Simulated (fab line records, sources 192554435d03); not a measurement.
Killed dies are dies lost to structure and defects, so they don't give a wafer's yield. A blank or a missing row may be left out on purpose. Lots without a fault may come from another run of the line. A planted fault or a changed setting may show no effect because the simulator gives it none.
Split-lot experiment | flow n5_finfet | 7 lots, 21 wafers read, on a route of 1938 steps

THE SPLIT
At N5_FIN_SAQP_ETCH_34 (etches SiO2 in C4F6/O2, target depth 45 nm, time 15 s), the setting source_w was moved away from the recipe's 345 W on 5 of the 21 wafers read, by -12.3% to +13.8%. The other wafers ran this setting at the recipe's value.

The reading is taken at the split's own step.

THE READING
rf_vpp_V, in V, at N5_FIN_SAQP_ETCH_34 (etches SiO2 in C4F6/O2, target depth 45 nm, time 15 s). Fault-free wafers of this fab line usually give 663 V, standard deviation 5.3 V.

wafer  | tool, chamber at the split | source_w as run, W | against the recipe | rf_vpp_V, V | against lot-mates on the recipe
L078.3 | rie_diel-03, 2             | 329.3              | -4.6%              | 682         | +21
L078.4 | rie_diel-03, 3             | 329.3              | -4.6%              | 676         | +15
L078.5 | rie_diel-03, 3             | 345                | recipe             | 661         | -
L079.1 | rie_diel-01, 1             | 345                | recipe             | 662         | -
L079.4 | rie_diel-01, 3             | 345                | recipe             | 667         | -
L079.6 | rie_diel-01, 2             | 345                | recipe             | 671         | -
L082.2 | rie_diel-05, 1             | 345                | recipe             | 658         | -
L082.3 | rie_diel-05, 2             | 345                | recipe             | 655         | -
L082.6 | rie_diel-05, 3             | 392.5              | +13.8%             | 617         | -40
L084.2 | rie_diel-05, 2             | 345                | recipe             | 657         | -
L084.3 | rie_diel-05, 0             | 345                | recipe             | 662         | -
L084.5 | rie_diel-05, 2             | 345                | recipe             | 655         | -
L085.2 | rie_diel-05, 1             | 345                | recipe             | 658         | -
L085.3 | rie_diel-05, 3             | 345                | recipe             | 658         | -
L085.6 | rie_diel-05, 3             | 345                | recipe             | 661         | -
L090.1 | rie_diel-01, 3             | 345                | recipe             | 668         | -
L090.2 | rie_diel-01, 0             | 345                | recipe             | 670         | -
L090.4 | rie_diel-01, 3             | 366                | +6.1%              | 647         | -22
L092.2 | rie_diel-01, 3             | 345                | recipe             | 668         | -
L092.5 | rie_diel-01, 3             | 302.5              | -12.3%             | 716         | +52
L092.6 | rie_diel-01, 1             | 345                | recipe             | 660         | -

THE FIT
A straight line over all 21 wafers: rf_vpp_V changes by -3.64 V for each +1% of source_w; r = -0.95; the points scatter about the line by 5.5 V.
The same after taking each lot's own level away (the mean of its wafers on the recipe; 21 wafers): -3.53 V for each +1%; r = -0.97; scatter 3.8 V.
On that fit, the largest move of source_w shifts the reading by 49 V.
The lots' own levels span 656.5 to 669.0 V, that is 2.4 times the standard deviation above.
So the lot-to-lot level changes the slope little: the two slopes agree.
Check: with one of the wafers moved furthest among these (+13.8%) left out of the fit, the line predicts -55.8 V for it against its lot-mates. It came out at -39.5 V against them.
Tool readings at the split's step, against how far the setting was moved: rf_vpp_V r = -0.95.

OTHER SPLITS ON THESE WAFERS
These wafers also went through other splits before the reading. Each is held against what the fit with the lots' levels taken away leaves over:
other split on the same wafers | wafers away from the commonest value | r with rf_vpp_V (lot level and that fit taken away)
N5_ZERO_LAYER_PECVD_02 time_s  | 7                                    | -0.32
N5_ZERO_LAYER_COAT_05 spin_rpm | 7                                    | -0.09
N5_FIN_SAQP_PECVD_06 time_s    | 4                                    | +0.34
N5_FIN_SAQP_HM_DEP_72 time_s   | 8                                    | +0.32

THE FILE'S OWN FIT
rf_vpp_V changes by -3.49 V for each +1% of source_w, r = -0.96.
